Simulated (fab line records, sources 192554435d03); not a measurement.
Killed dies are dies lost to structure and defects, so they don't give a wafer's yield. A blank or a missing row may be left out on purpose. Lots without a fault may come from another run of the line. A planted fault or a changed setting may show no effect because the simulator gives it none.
Split-lot experiment | flow n5_finfet | 7 lots, 39 wafers read, on a route of 1938 steps

THE SPLIT
At N5_PASSIVATION_PECVD_35 (deposits SiNx from SiH4/NH3/N2, target thk 700 nm, time 151.3 s), the setting time_s was moved away from the recipe's 151.3 s on 12 of the 39 wafers read, by -46.1% to +36.7%. The other wafers ran this setting at the recipe's value.

The reading is taken at the split's own step.

THE READING
SiNx_of_PASSIVATION_PECVD_35.thk_nm (the simulator's own value, which no gauge read), in nm, at N5_PASSIVATION_PECVD_35 (deposits SiNx from SiH4/NH3/N2, target thk 700 nm, time 151.3 s). The file gives no usual value for it. The 27 wafers here that ran the recipe average 701.6 nm, standard deviation 9.9 nm.

wafer  | tool, chamber at the split | time_s as run, s | against the recipe | SiNx_of_PASSIVATION_PECVD_35.thk_nm, nm | against lot-mates on the recipe
L075.1 | pecvd-03, 2                | 151.3            | recipe             | 692.2                                   | -
L075.2 | pecvd-03, 0                | 206.8            | +36.7%             | 959.4                                   | +259.6
L075.3 | pecvd-03, 1                | 206.8            | +36.7%             | 954.6                                   | +254.8
L075.4 | pecvd-03, 2                | 151.3            | recipe             | 693.2                                   | -
L075.5 | pecvd-03, 0                | 206.8            | +36.7%             | 978                                     | +278.2
L075.6 | pecvd-03, 1                | 151.3            | recipe             | 714                                     | -
L074.1 | pecvd-03, 0                | 151.3            | recipe             | 711                                     | -
L074.2 | pecvd-03, 1                | 151.3            | recipe             | 695.2                                   | -
L074.3 | pecvd-03, 2                | 151.3            | recipe             | 687.8                                   | -
L074.4 | pecvd-03, 2                | 151.3            | recipe             | 705.6                                   | -
L074.5 | pecvd-03, 0                | 151.3            | recipe             | 718.2                                   | -
L074.6 | pecvd-03, 1                | 151.3            | recipe             | 711.8                                   | -
L083.1 | pecvd-02, 2                | 151.3            | recipe             | 699.4                                   | -
L083.2 | pecvd-02, 0                | 151.3            | recipe             | 692.2                                   | -
L083.3 | pecvd-02, 1                | 151.3            | recipe             | 687                                     | -
L083.4 | pecvd-02, 0                | 151.3            | recipe             | 701.6                                   | -
L083.5 | pecvd-02, 2                | 151.3            | recipe             | 708.6                                   | -
L083.6 | pecvd-02, 1                | 151.3            | recipe             | 700.8                                   | -
L089.1 | pecvd-03, 1                | 183.7            | +21.4%             | 856.2                                   | +150.0
L089.2 | pecvd-03, 2                | 151.3            | recipe             | 697.4                                   | -
L089.3 | pecvd-03, 0                | 151.3            | recipe             | 705.2                                   | -
L089.4 | pecvd-03, 2                | 183.7            | +21.4%             | 860.8                                   | +154.6
L089.5 | pecvd-03, 1                | 151.3            | recipe             | 716                                     | -
L089.6 | pecvd-03, 0                | 183.7            | +21.4%             | 868.4                                   | +162.2
L086.1 | pecvd-03, 1                | 81.55            | -46.1%             | 386.8                                   | -320.7
L086.2 | pecvd-03, 2                | 151.3            | recipe             | 694.4                                   | -
L086.3 | pecvd-03, 0                | 81.55            | -46.1%             | 390.6                                   | -316.9
L086.4 | pecvd-03, 2                | 151.3            | recipe             | 707                                     | -
L086.5 | pecvd-03, 0                | 151.3            | recipe             | 721                                     | -
L086.6 | pecvd-03, 1                | 81.55            | -46.1%             | 390.8                                   | -316.7
L092.2 | pecvd-01, 0                | 151.3            | recipe             | 684.8                                   | -
L092.4 | pecvd-01, 0                | 151.3            | recipe             | 697.4                                   | -
L092.5 | pecvd-01, 2                | 151.3            | recipe             | 690.2                                   | -
L094.1 | pecvd-02, 2                | 151.3            | recipe             | 700.8                                   | -
L094.2 | pecvd-02, 0                | 81.85            | -45.9%             | 376.2                                   | -327.6
L094.3 | pecvd-02, 1                | 81.85            | -45.9%             | 380.8                                   | -323.0
L094.4 | pecvd-02, 0                | 151.3            | recipe             | 713.4                                   | -
L094.5 | pecvd-02, 1                | 151.3            | recipe             | 697.2                                   | -
L094.6 | pecvd-02, 2                | 81.85            | -45.9%             | 394.2                                   | -309.6

THE FIT
A straight line over all 39 wafers: SiNx_of_PASSIVATION_PECVD_35.thk_nm changes by +6.98 nm for each +1% of time_s; r = +1.00; the points scatter about the line by 10 nm.
The same after taking each lot's own level away (the mean of its wafers on the recipe; 39 wafers): +7.03 nm for each +1%; r = +1.00; scatter 8.7 nm.
On that fit, the largest move of time_s shifts the reading by 3.2e+02 nm.
The lots' own levels span 690.80 to 707.47 nm, that is 1.7 times the standard deviation above.
So the lot-to-lot level changes the slope little: the two slopes agree.
Check: with one of the wafers moved furthest among these (-46.1%) left out of the fit, the line predicts -323 nm for it against its lot-mates. It came out at -321 nm against them.

OTHER SPLITS ON THESE WAFERS
These wafers also went through other splits before the reading. Each is held against what the fit with the lots' levels taken away leaves over:
other split on the same wafers     | wafers away from the commonest value | r with SiNx_of_PASSIVATION_PECVD_35.thk_nm (lot level and that fit taken away)
N5_BEOL_M12_ETCH_68 time_s         | 18                                   | -0.07
N5_MIM_BOT_SPUTTER_00 target_thk_a | 15                                   | +0.06

THE FILE'S OWN FIT
SiNx_of_PASSIVATION_PECVD_35.thk_nm changes by +7.02 nm for each +1% of time_s, r = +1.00.
